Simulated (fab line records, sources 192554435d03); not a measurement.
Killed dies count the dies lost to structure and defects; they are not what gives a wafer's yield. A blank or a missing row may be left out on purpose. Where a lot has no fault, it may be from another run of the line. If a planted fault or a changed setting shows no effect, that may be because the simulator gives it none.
fab line records | flow n5_finfet | part 1 of 2: steps 1 to 4 of 6
[record] lots = 22 | wafers = 66 | last_day = 18
route steps=1938 shown MOL_CONTACT_COAG@578
lots untouched by any fault: they come from a run of this same line in which no faults occurred
start_h: the number of hours between the record's first day and the start of the first shown wafer of the lot | wait_h: hours elapsed since this lot's preceding step | " identical to the entry in the row above | L1.1+2: one row covering several wafers at once | - no value present, or no start provided | * or withheld: withheld | < > ~ a bound
route shown NAME@n: NAME is a module with steps in the file, n the number in the route of the first one | usual: average and standard deviation across the fault-free wafers | same: alike in all rows | chamber/n: place in a boat | sites: each site's reading | _std_site: standard deviation across them | _edge_site: mean of outer sites minus mean of inner sites | radius_mm: for every site, how far away it sits from the centre of the wafer | mask NAME#n: copy n | behind: the last tool/chamber to shape the wafer | hold: why the lot was held/for how many hours/how that ended | device: which transistor (n, p or np) failed to switch | end of line: the same wafers' tests at the end of the route | for a step that has no rows: nothing shown but its recipe | killed: the dies lost at the first sort to structure and to defects; this is not the yield of the wafer | map: per-die view of a wafer (x killed, . not killed, _ where there is no die)
set.NAME: the setting as run; set.NAME@STEP: as run at that earlier step | model.NAME: the simulator's own value behind a step, which no gauge read
route steps across a sampled set of lots; one table per step, one row per wafer
services: when a tool's chamber went out of use (start_h, in hours from the record's first day, below 0 if earlier), for how many hours, and the reason
[[steps]]
[step N5_MOL_CONTACT_COAG_ETCH_90]
[recipe] chemistry = CF4 | target = SiARC | target_depth_a = 130 | mask_material = CAR-EUV | time_s = 21.7 | ion_energy_ev = 80 | pressure_mtorr = 40 | source_w = 545 | bias_w = 36 | Ar_flow_sccm = 100 | cf4_flow_sccm = 100 | ends = cleared
[usual] drypump_motor_current_A = 5.7/0.46 | etch_rf_on_time_s = 21.7/0.35 | oes_product_au = 0.66/0.076 | rf_vpp_V = 184.2/1.4 | showerhead_plenum_p_Torr = 2.15/0.083 | throttle_valve_pct = 15.67/0.27
lot.wafer | tool        | chamber | start_h | wait_h | drypump_motor_current_A | etch_rf_on_time_s | oes_product_au | rf_hours_counter_h | rf_vpp_V | showerhead_plenum_p_Torr | throttle_valve_pct
L075.1    | rie_diel-05 | 2       | 107.02  | 0.0    | 5.5                     | 22.3              | 0.57           | 245                | 181.3    | 2.03                     | 15.89
L075.3    | "           | 1       | "       | "      | 5.2                     | 21.6              | 0.73           | 48                 | 186.1    | 2.18                     | 15.77
L075.6    | "           | 1       | "       | "      | 5.2                     | 21.7              | 0.73           | -                  | 184.7    | 2.18                     | 15.78
L077.1    | rie_diel-05 | 2       | 117.82  | 0.0    | 5.5                     | 22.3              | 0.57           | 250                | 181.9    | 2.03                     | 15.90
L077.3    | "           | 3       | "       | "      | 4.9                     | 22.0              | 0.62           | 172                | 185.3    | 2.22                     | 15.69
L077.6    | "           | 1       | "       | "      | 5.2                     | 21.7              | 0.73           | -                  | 183.1    | 2.18                     | 15.78
L078.1    | rie_diel-06 | 2       | 131.46  | 0.0    | 5.1                     | 21.9              | 0.63           | 171                | 183.3    | 2.05                     | 15.90
L078.4    | "           | 1       | "       | "      | 5.9                     | 21.7              | 0.58           | 234                | 181.2    | 2.03                     | 16.16
L078.5    | "           | 1       | "       | "      | 5.9                     | 21.7              | 0.59           | -                  | 180.5    | 2.03                     | 16.16
L079.1    | rie_diel-06 | 0       | 131.57  | 0.0    | 5.8                     | 21.8              | 0.59           | 214                | 185.5    | 2.11                     | 15.93
L079.4    | "           | 1       | "       | "      | 5.9                     | 21.7              | 0.59           | 234                | 181.2    | 2.03                     | 16.16
L079.6    | "           | 3       | "       | "      | 5.7                     | 21.0              | 0.79           | -                  | 185.8    | 2.27                     | 15.36
L080.1    | rie_diel-06 | 3       | 136.00  | 0.0    | 5.7                     | 21.3              | 0.79           | 17                 | 185.9    | 2.27                     | 15.35
L080.3    | "           | 0       | "       | "      | 5.8                     | 22.0              | 0.59           | 215                | 184.2    | 2.11                     | 15.95
L080.5    | "           | 3       | "       | "      | 5.8                     | 21.3              | 0.79           | -                  | 185.4    | 2.27                     | 15.36
L081.1    | rie_diel-06 | 0       | 141.28  | 0.0    | 5.8                     | 21.9              | 0.59           | 217                | 182.5    | 2.11                     | 15.93
L081.2    | "           | 1       | "       | "      | 5.9                     | 21.9              | 0.58           | 238                | 183.2    | 2.03                     | 16.16
L081.5    | "           | 0       | "       | "      | 5.8                     | 21.9              | 0.58           | -                  | 182.6    | 2.11                     | 15.95
L082.1    | rie_diel-02 | 1       | 156.45  | 0.0    | 6.6                     | 21.3              | 0.71           | 76                 | 183.1    | 2.25                     | 15.34
L082.5    | "           | 3       | "       | "      | 5.8                     | 22.0              | 0.58           | -                  | 184.5    | 2.11                     | 15.69
L082.6    | "           | 0       | "       | "      | 6.4                     | 21.1              | 0.65           | -                  | 184.5    | 2.13                     | 15.41
L083.4    | rie_diel-06 | 1       | 157.18  | 0.0    | 5.9                     | 21.6              | 0.57           | 245                | 182.5    | 2.03                     | 16.18
L083.5    | "           | 0       | "       | "      | 5.8                     | 21.6              | 0.59           | -                  | 184.1    | 2.11                     | 15.97
L083.6    | "           | 1       | "       | "      | 5.9                     | 21.7              | 0.58           | -                  | 183.0    | 2.03                     | 16.17
L084.2    | rie_diel-02 | 3       | 164.46  | 0.0    | 5.7                     | 21.9              | 0.58           | 229                | 183.5    | 2.11                     | 15.69
L084.4    | "           | 0       | "       | "      | 6.4                     | 21.0              | 0.65           | -                  | 183.2    | 2.13                     | 15.42
L084.5    | "           | 2       | "       | "      | 5.9                     | 21.6              | 0.64           | -                  | 184.8    | 2.21                     | 15.57
L085.2    | rie_diel-02 | 2       | 176.75  | 0.0    | 5.9                     | 22.1              | 0.62           | 191                | 184.0    | 2.21                     | 15.56
L085.4    | "           | 1       | "       | "      | 6.6                     | 21.5              | 0.70           | 80                 | 184.6    | 2.25                     | 15.35
L085.6    | "           | 1       | "       | "      | 6.5                     | 21.5              | 0.70           | -                  | 184.6    | 2.25                     | 15.35
L086.1    | rie_diel-06 | 2       | 177.38  | 0.0    | 5.1                     | 21.9              | 0.61           | 183                | 183.5    | 2.05                     | 15.93
L086.2    | "           | 3       | "       | "      | 5.7                     | 21.1              | 0.76           | 35                 | 186.1    | 2.27                     | 15.39
L086.3    | "           | 0       | "       | "      | 5.8                     | 21.7              | 0.58           | 233                | 184.9    | 2.11                     | 15.98
L087.1    | rie_diel-06 | 2       | 181.46  | 0.0    | 5.1                     | 22.1              | 0.61           | 185                | 182.0    | 2.04                     | 15.94
L087.2    | "           | 0       | "       | "      | 5.8                     | 22.1              | 0.57           | 235                | 184.0    | 2.11                     | 15.98
L087.6    | "           | 2       | "       | "      | 5.1                     | 22.0              | 0.61           | -                  | 181.5    | 2.04                     | 15.94
L088.1    | rie_diel-02 | 3       | 182.16  | 0.0    | 5.7                     | 22.0              | 0.58           | 236                | 185.3    | 2.11                     | 15.70
L088.4    | "           | 3       | "       | "      | 5.7                     | 22.2              | 0.57           | -                  | 185.2    | 2.11                     | 15.71
L088.6    | "           | 0       | "       | "      | 6.3                     | 21.5              | 0.65           | -                  | 184.2    | 2.13                     | 15.43
L089.2    | rie_diel-02 | 2       | 188.32  | 0.0    | 5.9                     | 21.8              | 0.63           | 194                | 185.5    | 2.21                     | 15.58
L089.3    | "           | 1       | "       | "      | 6.6                     | 21.5              | 0.69           | 85                 | 185.2    | 2.25                     | 15.36
L089.5    | "           | 0       | "       | "      | 6.4                     | 21.3              | 0.64           | -                  | 183.2    | 2.13                     | 15.42
L090.3    | rie_diel-05 | 1       | 194.80  | 0.0    | 5.2                     | 21.7              | 0.70           | 83                 | 183.9    | 2.17                     | 15.83
L090.4    | "           | 2       | "       | "      | 5.5                     | 21.7              | 0.77           | 16                 | 184.2    | 2.28                     | 15.42
L090.5    | "           | 3       | "       | "      | 4.8                     | 22.1              | 0.59           | -                  | 184.3    | 2.21                     | 15.74
L091.2    | rie_diel-02 | 3       | 203.10  | 0.0    | 5.8                     | 22.1              | 0.56           | 243                | 183.4    | 2.10                     | 15.72
L091.4    | "           | 2       | "       | "      | 5.9                     | 21.9              | 0.62           | 200                | 185.1    | 2.21                     | 15.57
L091.6    | "           | 1       | "       | "      | 6.6                     | 21.7              | 0.69           | -                  | 184.7    | 2.25                     | 15.37
L092.2    | rie_diel-05 | 1       | 206.10  | 0.0    | 5.2                     | 21.8              | 0.70           | 87                 | 183.7    | 2.17                     | 15.83
L092.3    | "           | 2       | "       | "      | 5.5                     | 21.7              | 0.75           | 20                 | 185.8    | 2.27                     | 15.41
L092.5    | "           | 1       | "       | "      | 5.2                     | 21.8              | 0.70           | -                  | 183.3    | 2.17                     | 15.87
L093.1    | rie_diel-05 | 2       | 217.16  | 0.0    | 5.5                     | 22.0              | 0.74           | 24                 | 185.1    | 2.27                     | 15.44
L093.4    | "           | 0       | "       | "      | 5.9                     | 21.5              | 0.76           | 39                 | 183.4    | 2.09                     | 15.21
L093.6    | "           | 1       | "       | "      | 5.2                     | 21.7              | 0.69           | -                  | 184.2    | 2.17                     | 15.86
L094.1    | rie_diel-06 | 2       | 217.40  | 0.0    | 5.1                     | 21.8              | 0.60           | 200                | 183.9    | 2.04                     | 15.96
L094.3    | "           | 1       | "       | "      | 5.9                     | 21.1              | 0.81           | 15                 | 185.4    | 2.28                     | 15.71
L094.4    | "           | 0       | "       | "      | 5.8                     | 21.4              | 0.58           | 241                | 182.8    | 2.10                     | 15.99
L095.2    | rie_diel-06 | 1       | 230.49  | 0.0    | 5.9                     | 20.9              | 0.81           | 19                 | 186.2    | 2.28                     | 15.73
L095.3    | "           | 2       | "       | "      | 5.1                     | 21.8              | 0.61           | 204                | 182.8    | 2.04                     | 15.99
L095.4    | "           | 0       | "       | "      | 5.8                     | 21.5              | 0.58           | 245                | 183.7    | 2.10                     | 16.03
L096.3    | rie_diel-05 | 2       | 231.47  | 0.0    | 5.5                     | 22.0              | 0.74           | 29                 | 186.0    | 2.27                     | 15.43
L096.4    | "           | 0       | "       | "      | 5.9                     | 21.4              | 0.76           | 43                 | 183.7    | 2.09                     | 15.23
L096.5    | "           | 1       | "       | "      | 5.2                     | 21.9              | 0.68           | -                  | 183.6    | 2.16                     | 15.86
L097.2    | rie_diel-02 | 0       | 243.01  | 0.0    | 6.3                     | 21.6              | 0.62           | 199                | 184.3    | 2.12                     | 15.48
L097.3    | "           | 2       | "       | "      | 5.9                     | 22.2              | 0.60           | 217                | 185.4    | 2.20                     | 15.59
L097.4    | "           | 3       | "       | "      | 5.7                     | 22.0              | 0.83           | 3                  | 184.2    | 2.10                     | 15.24
[step N5_MOL_CONTACT_COAG_STRIP_119]
[recipe] chemistry = N2/H2 | time_s = 30 | power_w = 1000 | temp_c = 250 | pressure_mtorr = withheld | n2_flow_sccm = 1750 | h2_flow_sccm = 3250
[usual] drypump_motor_current_A = 5.50/0.18 | heater_power_w = 354/22 | n2_flow_sccm = 1751/5
lot.wafer | tool            | chamber | start_h | wait_h | drypump_motor_current_A | heater_power_w | n2_flow_sccm | rf_hours_counter_h
L075.1    | plasma_asher-01 | 0       | 107.63  | 0.1    | 5.55                    | 376            | 1754         | 97
L075.3    | "               | 1       | "       | "      | 5.29                    | 336            | 1749         | -
L075.6    | "               | 0       | "       | "      | 5.59                    | 377            | 1750         | -
L077.1    | plasma_asher-01 | 0       | 118.52  | 0.1    | 5.59                    | 369            | 1745         | 99
L077.3    | "               | 0       | "       | "      | 5.61                    | 376            | 1744         | -
L077.6    | "               | 1       | "       | "      | 5.27                    | 338            | 1741         | -
L078.1    | plasma_asher-01 | 0       | 132.06  | 0.1    | 5.57                    | 385            | 1753         | 102
L078.4    | "               | 1       | "       | "      | 5.28                    | 336            | 1751         | -
L078.5    | "               | 1       | "       | "      | 5.24                    | 333            | 1755         | -
L079.1    | plasma_asher-02 | 1       | 132.29  | 0.1    | 5.42                    | 320            | 1754         | 46
L079.4    | "               | 1       | "       | "      | 5.41                    | 326            | 1751         | -
L079.6    | "               | 0       | "       | "      | 5.75                    | 373            | 1755         | -
L080.1    | plasma_asher-02 | 1       | 136.69  | 0.1    | 5.41                    | 334            | 1750         | 46
L080.3    | "               | 0       | "       | "      | 5.75                    | 381            | 1754         | -
L080.5    | "               | 1       | "       | "      | 5.42                    | 330            | 1749         | -
L081.1    | plasma_asher-02 | 0       | 141.88  | 0.1    | 5.74                    | 377            | 1747         | 47
L081.2    | "               | 1       | "       | "      | 5.42                    | 337            | 1760         | 47
L081.5    | "               | 1       | "       | "      | 5.41                    | 331            | 1756         | -
L082.1    | plasma_asher-01 | 1       | 157.16  | 0.1    | 5.25                    | 335            | 1754         | 107
L082.5    | "               | 1       | "       | "      | 5.28                    | 340            | 1751         | -
L082.6    | "               | 0       | "       | "      | 5.58                    | 382            | 1752         | -
L083.4    | plasma_asher-01 | 0       | 157.84  | 0.1    | 5.60                    | 374            | 1747         | -
L083.5    | "               | 1       | "       | "      | 5.28                    | 335            | 1754         | -
L083.6    | "               | 0       | "       | "      | 5.57                    | 371            | 1753         | -
L084.2    | plasma_asher-02 | 0       | 165.07  | 0.1    | 5.77                    | 385            | 1752         | 53
L084.4    | "               | 0       | "       | "      | 5.74                    | 367            | 1749         | -
L084.5    | "               | 1       | "       | "      | 5.38                    | 332            | 1751         | -
L085.2    | plasma_asher-02 | 1       | 177.46  | 0.1    | 5.40                    | 336            | 1747         | 57
L085.4    | "               | 1       | "       | "      | 5.41                    | 330            | 1752         | -
L085.6    | "               | 0       | "       | "      | 5.76                    | 377            | 1759         | -
L086.1    | plasma_asher-01 | 1       | 178.13  | 0.1    | 5.25                    | 334            | 1752         | 110
L086.2    | "               | 0       | "       | "      | 5.57                    | 370            | 1749         | 110
L086.3    | "               | 0       | "       | "      | 5.57                    | 374            | 1746         | -
L087.1    | plasma_asher-01 | 1       | 182.06  | 0.1    | 5.28                    | 337            | 1752         | 112
L087.2    | "               | 0       | "       | "      | 5.56                    | 367            | 1752         | 112
L087.6    | "               | 1       | "       | "      | 5.28                    | 340            | 1750         | -
L088.1    | plasma_asher-01 | 1       | 184.18  | 0.1    | 5.27                    | 333            | 1754         | 112
L088.4    | "               | 1       | "       | "      | 5.29                    | 338            | 1747         | -
L088.6    | "               | 1       | "       | "      | 5.25                    | 334            | 1742         | -
L089.2    | plasma_asher-01 | 0       | 189.77  | 0.1    | 5.56                    | 378            | 1737         | 113
L089.3    | "               | 0       | "       | "      | 5.59                    | 368            | 1738         | -
L089.5    | "               | 0       | "       | "      | 5.55                    | 376            | 1748         | -
L090.3    | plasma_asher-01 | 1       | 195.45  | 0.1    | 5.25                    | 344            | 1749         | -
L090.4    | "               | 0       | "       | "      | 5.58                    | 367            | 1755         | -
L090.5    | "               | 0       | "       | "      | 5.58                    | 372            | 1750         | -
L091.2    | plasma_asher-02 | 0       | 203.71  | 0.1    | 5.76                    | 369            | 1746         | 61
L091.4    | "               | 1       | "       | "      | 5.41                    | 333            | 1746         | -
L091.6    | "               | 1       | "       | "      | 5.41                    | 330            | 1756         | -
L092.2    | plasma_asher-02 | 1       | 207.13  | 0.1    | 5.40                    | 329            | 1750         | 62
L092.3    | "               | 1       | "       | "      | 5.43                    | 328            | 1747         | -
L092.5    | "               | 0       | "       | "      | 5.74                    | 382            | 1744         | -
L093.1    | plasma_asher-02 | 0       | 217.99  | 0.1    | 5.73                    | 382            | 1752         | 66
L093.4    | "               | 0       | "       | "      | 5.77                    | 373            | 1751         | -
L093.6    | "               | 1       | "       | "      | 5.43                    | 333            | 1752         | -
L094.1    | plasma_asher-02 | 0       | 218.17  | 0.1    | 5.73                    | 382            | 1752         | 66
L094.3    | "               | 1       | "       | "      | 5.38                    | 333            | 1767         | -
L094.4    | "               | 0       | "       | "      | 5.75                    | 381            | 1754         | -
L095.2    | plasma_asher-02 | 1       | 231.37  | 0.1    | 5.40                    | 339            | 1747         | 69
L095.3    | "               | 0       | "       | "      | 5.73                    | 374            | 1755         | -
L095.4    | "               | 1       | "       | "      | 5.39                    | 321            | 1744         | -
L096.3    | plasma_asher-02 | 0       | 232.12  | 0.1    | 5.74                    | 380            | 1755         | -
L096.4    | "               | 1       | "       | "      | 5.41                    | 323            | 1745         | -
L096.5    | "               | 1       | "       | "      | 5.41                    | 324            | 1746         | -
L097.2    | plasma_asher-02 | 1       | 243.63  | 0.1    | 5.40                    | 319            | 1754         | 72
L097.3    | "               | 1       | "       | "      | 5.41                    | 322            | 1754         | -
L097.4    | "               | 0       | "       | "      | 5.73                    | 378            | 1754         | -
[step N5_MOL_CONTACT_COAG_CD_MEAS_137]
[recipe] target_cd_nm = 16
[usual] cd_nm = 15.9/0.3
lot.wafer | tool      | chamber | start_h | wait_h | cd_nm
L075.1    | cd_sem-01 | -       | 107.77  | 0.0    | 15.8
L075.3    | "         | -       | "       | "      | 16.0
L075.6    | "         | -       | "       | "      | 15.7
L077.1    | cd_sem-01 | -       | 118.67  | 0.0    | 15.9
L077.3    | "         | -       | "       | "      | 16.1
L077.6    | "         | -       | "       | "      | 16.0
L078.1    | cd_sem-01 | -       | 132.23  | 0.0    | 15.9
L078.4    | "         | -       | "       | "      | 16.1
L078.5    | "         | -       | "       | "      | 15.9
L079.1    | cd_sem-02 | -       | 132.43  | 0.0    | 16.7
L079.4    | "         | -       | "       | "      | 16.0
L079.6    | "         | -       | "       | "      | 15.8
L080.1    | cd_sem-01 | -       | 136.84  | 0.0    | 16.0
L080.3    | "         | -       | "       | "      | 16.0
L080.5    | "         | -       | "       | "      | 16.1
L081.1    | cd_sem-03 | -       | 142.04  | 0.0    | 16.0
L081.2    | "         | -       | "       | "      | 16.2
L081.5    | "         | -       | "       | "      | 15.9
L082.1    | cd_sem-01 | -       | 157.31  | 0.0    | 15.9
L082.5    | "         | -       | "       | "      | 15.8
L082.6    | "         | -       | "       | "      | 16.0
L083.4    | cd_sem-03 | -       | 157.97  | 0.0    | 15.6
L083.5    | "         | -       | "       | "      | 15.5
L083.6    | "         | -       | "       | "      | 15.5
L084.2    | cd_sem-02 | -       | 165.23  | 0.0    | 16.7
L084.4    | "         | -       | "       | "      | 16.0
L084.5    | "         | -       | "       | "      | 15.7
L085.2    | cd_sem-02 | -       | 177.62  | 0.0    | 15.5
L085.4    | "         | -       | "       | "      | 15.3
L085.6    | "         | -       | "       | "      | 15.8
L086.1    | cd_sem-03 | -       | 178.28  | 0.0    | 16.2
L086.2    | "         | -       | "       | "      | 15.3
L086.3    | "         | -       | "       | "      | 15.6
L087.1    | cd_sem-01 | -       | 182.21  | 0.0    | 15.8
L087.2    | "         | -       | "       | "      | 16.1
L087.6    | "         | -       | "       | "      | 16.1
L088.1    | cd_sem-02 | -       | 184.34  | 0.0    | 16.2
L088.4    | "         | -       | "       | "      | 15.6
L088.6    | "         | -       | "       | "      | 16.1
L089.2    | cd_sem-01 | -       | 189.92  | 0.0    | 16.0
L089.3    | "         | -       | "       | "      | 15.9
L089.5    | "         | -       | "       | "      | 16.2
L090.3    | cd_sem-03 | -       | 195.59  | 0.0    | 15.6
L090.4    | "         | -       | "       | "      | 15.7
L090.5    | "         | -       | "       | "      | 15.6
L091.2    | cd_sem-03 | -       | 203.86  | 0.0    | 15.9
L091.4    | "         | -       | "       | "      | 15.9
L091.6    | "         | -       | "       | "      | 15.8
L092.2    | cd_sem-02 | -       | 207.28  | 0.0    | 16.7
L092.3    | "         | -       | "       | "      | 16.2
L092.5    | "         | -       | "       | "      | 16.4
L093.1    | cd_sem-01 | -       | 218.14  | 0.0    | 15.9
L093.4    | "         | -       | "       | "      | 15.9
L093.6    | "         | -       | "       | "      | 15.8
L094.1    | cd_sem-03 | -       | 218.31  | 0.0    | 16.0
L094.3    | "         | -       | "       | "      | 16.3
L094.4    | "         | -       | "       | "      | 15.6
L095.2    | cd_sem-01 | -       | 231.52  | 0.0    | 15.5
L095.3    | "         | -       | "       | "      | 15.8
L095.4    | "         | -       | "       | "      | 15.9
L096.3    | cd_sem-02 | -       | 232.26  | 0.0    | 15.9
L096.4    | "         | -       | "       | "      | 15.7
L096.5    | "         | -       | "       | "      | 16.1
L097.2    | cd_sem-01 | -       | 243.77  | 0.0    | 15.5
L097.3    | "         | -       | "       | "      | 15.6
L097.4    | "         | -       | "       | "      | 16.0
[step N5_MOL_CONTACT_COAG_INSPECT_42]
[recipe] mode = adi | inspect_instrument = brightfield
[usual] raw_defect_count = 208/51
lot.wafer | tool              | chamber | start_h | wait_h | raw_defect_count
L075.1    | defect_inspect-01 | -       | 108.18  | 0.1    | 238
L075.3    | "                 | -       | "       | "      | 192
L075.6    | "                 | -       | "       | "      | 213
L077.1    | defect_inspect-02 | -       | 119.08  | 0.1    | 243
L077.3    | "                 | -       | "       | "      | 323
L077.6    | "                 | -       | "       | "      | 282
L078.1    | defect_inspect-01 | -       | 132.63  | 0.1    | 215
L078.4    | "                 | -       | "       | "      | 186
L078.5    | "                 | -       | "       | "      | 211
L079.1    | defect_inspect-02 | -       | 132.84  | 0.1    | 137
L079.4    | "                 | -       | "       | "      | 234
L079.6    | "                 | -       | "       | "      | 216
L080.1    | defect_inspect-01 | -       | 137.25  | 0.1    | 195
L080.3    | "                 | -       | "       | "      | 141
L080.5    | "                 | -       | "       | "      | 124
L081.1    | defect_inspect-01 | -       | 142.45  | 0.1    | 125
L081.2    | "                 | -       | "       | "      | 173
L081.5    | "                 | -       | "       | "      | 205
L082.1    | defect_inspect-01 | -       | 157.72  | 0.1    | 194
L082.5    | "                 | -       | "       | "      | 183
L082.6    | "                 | -       | "       | "      | 224
L083.4    | defect_inspect-01 | -       | 158.38  | 0.0    | 205
L083.5    | "                 | -       | "       | "      | 255
L083.6    | "                 | -       | "       | "      | 209
L084.2    | defect_inspect-01 | -       | 165.64  | 0.0    | 191
L084.4    | "                 | -       | "       | "      | 229
L084.5    | "                 | -       | "       | "      | 210
L085.2    | defect_inspect-01 | -       | 178.03  | 0.0    | 226
L085.4    | "                 | -       | "       | "      | 276
L085.6    | "                 | -       | "       | "      | 263
L086.1    | defect_inspect-02 | -       | 178.69  | 0.1    | 117
L086.2    | "                 | -       | "       | "      | 167
L086.3    | "                 | -       | "       | "      | 210
L087.1    | defect_inspect-01 | -       | 182.62  | 0.1    | 208
L087.2    | "                 | -       | "       | "      | 248
L087.6    | "                 | -       | "       | "      | 288
L088.1    | defect_inspect-01 | -       | 184.75  | 0.1    | 318
L088.4    | "                 | -       | "       | "      | 285
L088.6    | "                 | -       | "       | "      | 225
L089.2    | defect_inspect-01 | -       | 190.45  | 0.0    | 216
L089.3    | "                 | -       | "       | "      | 241
L089.5    | "                 | -       | "       | "      | 240
L090.3    | defect_inspect-02 | -       | 196.12  | 0.0    | 156
L090.4    | "                 | -       | "       | "      | 236
L090.5    | "                 | -       | "       | "      | 271
L091.2    | defect_inspect-02 | -       | 204.26  | 0.0    | 151
L091.4    | "                 | -       | "       | "      | 160
L091.6    | "                 | -       | "       | "      | 125
L092.2    | defect_inspect-01 | -       | 207.69  | 0.0    | 198
L092.3    | "                 | -       | "       | "      | 217
L092.5    | "                 | -       | "       | "      | 184
L093.1    | defect_inspect-01 | -       | 218.56  | 0.1    | 143
L093.4    | "                 | -       | "       | "      | 176
L093.6    | "                 | -       | "       | "      | 149
L094.1    | defect_inspect-02 | -       | 218.85  | 0.1    | 202
L094.3    | "                 | -       | "       | "      | 226
L094.4    | "                 | -       | "       | "      | 170
L095.2    | defect_inspect-01 | -       | 232.05  | 0.0    | 184
L095.3    | "                 | -       | "       | "      | 149
L095.4    | "                 | -       | "       | "      | 178
L096.3    | defect_inspect-02 | -       | 232.79  | 0.0    | 170
L096.4    | "                 | -       | "       | "      | 168
L096.5    | "                 | -       | "       | "      | 251
L097.2    | defect_inspect-02 | -       | 244.30  | 0.0    | 199
L097.3    | "                 | -       | "       | "      | 202
L097.4    | "                 | -       | "       | "      | 180
